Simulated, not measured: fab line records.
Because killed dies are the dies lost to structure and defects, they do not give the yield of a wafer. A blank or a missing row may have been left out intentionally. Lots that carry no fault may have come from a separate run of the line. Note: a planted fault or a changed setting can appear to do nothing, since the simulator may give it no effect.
Which of the tools did it? | flow nandHarc | route of 1302 steps, sampled at 1 step: 12 lots, 36 wafers

== WHAT THE GAUGES READ, wafer by wafer ==
NHARC_A_WL_FILL_INSPECT_15.
lot  | measured     | on               | rawDefectCount
L076 | day 21 22:02 | defectInspect-02 | 389 466 824
L074 | day 21 22:11 | defectInspect-02 | 444 390 563
L079 | day 23 18:34 | defectInspect-02 | 397 411 508
L081 | day 24 07:04 | defectInspect-02 | 489 427 458
L082 | day 25 04:50 | defectInspect-02 | 542 589 427
L084 | day 25 15:34 | defectInspect-02 | 613 582 488
L086 | day 26 08:17 | defectInspect-02 | 444 401 347
L089 | day 27 02:30 | defectInspect-01 | 417 453 395
L090 | day 28 09:20 | defectInspect-02 | 425 603 544
L092 | day 29 03:54 | defectInspect-02 | 384 430 763
L095 | day 30 08:14 | defectInspect-02 | 585 611 392
L097 | day 30 18:44 | defectInspect-01 | 471 489 515

== WHAT TOOL EACH LOT RAN ON (gives the tool, then ch and the chambers of the sampled wafers, and finally the start) ==
Before these readings, the record contains no process step.

== THE ANSWER, worked out from the rows above alone ==
Rule: usual is defined by the lots themselves. The widest of any qualifying gaps counts: lots, ordered by their means at a reading, are off when they make up no more than a third of the lots, leave a main group of 4 or more, and stand apart from it by 3 or more times the standard deviation of that group's means. Not used: any main group whose means are identical at the precision the tables above print for the reading. A lot without any number at a reading at which 4 lots or more have one is off too. The other lots that the step has rows for count as sound.
No lot is off on any of the readings shown, so nothing can be concluded from this.

== WHAT THE SIMULATOR PUT IN ==
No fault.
